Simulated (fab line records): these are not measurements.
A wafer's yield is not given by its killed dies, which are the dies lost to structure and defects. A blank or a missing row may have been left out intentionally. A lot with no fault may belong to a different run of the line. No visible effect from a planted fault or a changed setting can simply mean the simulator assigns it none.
Which tool is to blame? ; flow n5 finfet ; 9 lots, 25 wafers sampled, at 5 steps of a route of 1938

== WHAT EACH GAUGE READ, for each wafer ==
N5_BEOL_M4_RC_MEAS_101.
lot;measured;on;DIBL_N (mV/V)
L646;day 9 02:45;prober-01;35.1 34.0 35.6
L648;day 8 20:59;prober-01;36.0 36.0 36.9
L651;day 10 09:23;prober-02;34.4 36.3 35.7
L653;day 10 16:14;prober-01;36.3 36.8 36.5
L656;day 11 08:13;prober-02;36.2 38.1
L658;day 11 14:13;prober-01;36.6 36.8
L661;day 12 18:50;prober-02;35.7 35.6 35.6
L662;day 12 16:58;prober-01;33.7 32.4 34.8
L663;day 12 22:29;prober-01;36.5 35.7 34.4

== WHAT TOOL EACH LOT RAN ON (gives the tool, then ch and the chambers of the sampled wafers, and finally the start) ==
lot;N5_DUMMY_GATE_CMP_04;N5_DUMMY_GATE_ETCH_29;N5_DUMMY_GATE_ETCH_42;N5_SPACER0_ALD_00
L646;cmp-01 ch 0,1,3, day 3 07:26;rie diel-02 ch 1,3, day 3 12:40;rie diel-02 ch 2,3, day 3 13:45;ald sin-01 ch 0,1,3, day 3 14:22
L648;cmp-02 ch 0,2,3, day 3 17:09;rie diel-02 ch 0,1,3, day 3 21:59;rie diel-02 ch 0,1,2, day 3 22:50;ald sin-04 ch 0,2,3, day 3 23:16
L651;cmp-02 ch 0,1, day 4 11:46;rie diel-06 ch 1,3, day 4 16:29;rie diel-06 ch 1,2, day 4 17:22;ald sin-04 ch 1,2,3, day 4 19:29
L653;cmp-04 ch 1,3, day 5 02:53;rie diel-05 ch 1,2,3, day 5 07:38;rie diel-02 ch 0,1,2, day 5 08:29;ald sin-01 ch 0,1,3, day 5 08:54
L656;cmp-02 ch 0, day 5 17:25;rie diel-02 ch 0,3, day 5 22:11;rie diel-02 ch 1,2, day 5 23:02;ald sin-03 ch 2,3, day 5 23:26
L658;cmp-02 ch 1,2, day 6 05:31;rie diel-02 ch 1,3, day 6 10:19;rie diel-02 ch 1,2, day 6 11:10;ald sin-03 ch 0,2, day 6 12:05
L661;cmp-04 ch 0,1,2, day 7 06:22;rie diel-02 ch 0,2, day 7 11:01;rie diel-05 ch 0,2,3, day 7 11:59;ald sin-03 ch 2,3, day 7 12:24
L662;cmp-04 ch 1,3, day 7 08:26;rie diel-05 ch 0,2, day 7 13:10;rie diel-05 ch 1,3, day 7 14:05;ald sin-03 ch 1,3, day 7 14:31
L663;cmp-01 ch 0,2,3, day 7 17:30;rie diel-02 ch 1,2, day 7 23:02;rie diel-05 ch 1,2,3, day 8 00:02;ald sin-04 ch 1,2,3, day 8 02:50
- N5_DUMMY_GATE_CMP_04: polishes a-Si.
- N5_DUMMY_GATE_ETCH_29: etches underlayer in N2/H2, target depth 13 nm.
- N5_DUMMY_GATE_ETCH_42: etches SiO2 in CHF3/O2, target depth 3.5 nm, time 31 s.
- N5_SPACER0_ALD_00: deposits SiOCN, target thk 3.5 nm, pulse time 3 s, purge time 2 s.

== THE ANSWER, worked out from the rows above alone ==
Rule: usual is defined by the lots themselves. The widest of any qualifying gaps counts: lots, ordered by their means at a reading, are off when they make up no more than a third of the lots, leave a main group of 4 or more, and stand apart from it by 3 or more times the standard deviation of that group's means. A main group whose means are all the same, to the digits that the tables above print for the reading, isn't used. Also off: a lot with no number at a reading for which 4 or more lots have one. All remaining lots with rows at the step are treated as sound.
No lot is off at any reading shown: from this, nothing can be told.

== WHAT HAD BEEN PUT IN BY THE SIMULATOR ==
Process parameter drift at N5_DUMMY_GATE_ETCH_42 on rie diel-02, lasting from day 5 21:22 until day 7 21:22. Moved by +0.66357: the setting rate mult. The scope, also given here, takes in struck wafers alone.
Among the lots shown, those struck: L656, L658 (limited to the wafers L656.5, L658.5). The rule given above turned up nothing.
